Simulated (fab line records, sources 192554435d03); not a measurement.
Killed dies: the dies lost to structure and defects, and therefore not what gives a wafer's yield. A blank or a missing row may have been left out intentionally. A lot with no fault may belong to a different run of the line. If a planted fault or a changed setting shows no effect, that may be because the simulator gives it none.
Which tool is to blame? ; flow n5_finfet ; 36 wafers from 12 lots sampled at 3 of the route's 1938 steps

## WHAT THE GAUGES READ, wafer by wafer
N5_BEOL_M11_OCD_MEAS_38.
lot;measured;on;trench_depth_nm (nm)
L076;day 11 00:49;ocd-02;146.6 146.9 152.2
L077;day 11 22:00;ocd-01;148.2 149.2 147.4
L078;day 12 06:20;ocd-01;152.0 152.6 144.0
L081;day 12 18:20;ocd-02;153.1 146.7 146.9
L084;day 13 10:13;ocd-01;154.4 147.5 153.3
L085;day 13 14:46;ocd-01;150.6 152.5 153.2
L087;day 13 21:10;ocd-02;150.4 147.5 151.0
L088;day 14 17:10;ocd-01;145.0 151.8 153.0
L091;day 14 20:18;ocd-01;147.2 153.3 146.5
L093;day 15 02:15;ocd-01;150.0 151.4 153.0
L095;day 15 20:52;ocd-02;151.9 155.9 152.3
L097;day 16 13:05;ocd-02;150.0 150.8 149.6

## WHICH TOOL RAN EACH LOT (tool, then ch and the chambers of the sampled wafers, then the start)
lot;N5_BEOL_M11_STRIP_67;N5_BEOL_M11_ETCH_41
L076;rie_diel-06 ch 2,3, day 10 21:32;rie_diel-06 ch 0,1,3, day 11 00:49 or earlier
L077;rie_diel-06 ch 2,3, day 11 19:27;rie_diel-06 ch 0,2,3, day 11 22:00 or earlier
L078;rie_diel-06 ch 0,1, day 12 03:10;rie_diel-04 ch 0,2,3, day 12 06:20 or earlier
L081;rie_diel-02 ch 0,1,2, day 12 15:41;rie_diel-04 ch 0,1,3, day 12 18:20 or earlier
L084;rie_diel-02 ch 2,3, day 13 08:59;rie_diel-04 ch 2,3, day 13 10:13 or earlier
L085;rie_diel-06 ch 1,2, day 13 12:54;rie_diel-06 ch 1,2, day 13 14:46 or earlier
L087;rie_diel-06 ch 0,1,2, day 13 19:47;rie_diel-02 ch 0,3, day 13 21:10 or earlier
L088;rie_diel-02 ch 0,2,3, day 14 14:22;rie_diel-04 ch 0,1,2, day 14 17:10 or earlier
L091;rie_diel-06 ch 0,1, day 14 18:42;rie_diel-04 ch 0,1, day 14 20:18 or earlier
L093;rie_diel-04 ch 1,2, day 14 23:16;rie_diel-06 ch 0,1,2, day 15 02:15 or earlier
L095;rie_diel-06 ch 1,3, day 15 19:36;rie_diel-06 ch 1,2,3, day 15 20:52 or earlier
L097;rie_diel-04 ch 0,1, day 16 09:02;rie_diel-06 ch 0,1, day 16 13:05 or earlier
- N5_BEOL_M11_STRIP_67: strips in CF4.
- N5_BEOL_M11_ETCH_41: etches SiCN in CH3F/O2, target depth 42.6 nm, time 86 s.

## THE ANSWER, worked out from the rows above alone
Rule: usual is defined by the lots themselves. Put in order of their means at a reading, lots are off if they are a third of the lots or fewer, leave a main group of 4 or more, and stand apart from it by a gap of 3 or more times the standard deviation of the main group's means; of several such gaps the widest counts. A main group whose means are all the same, to the digits that the tables above print for the reading, isn't used. A lot without any number at a reading at which 4 lots or more have one is off too. All remaining lots with rows at the step are treated as sound.
None of the lots is off at any reading shown; this tells nothing.

## WHAT THE SIMULATOR HAD PUT IN
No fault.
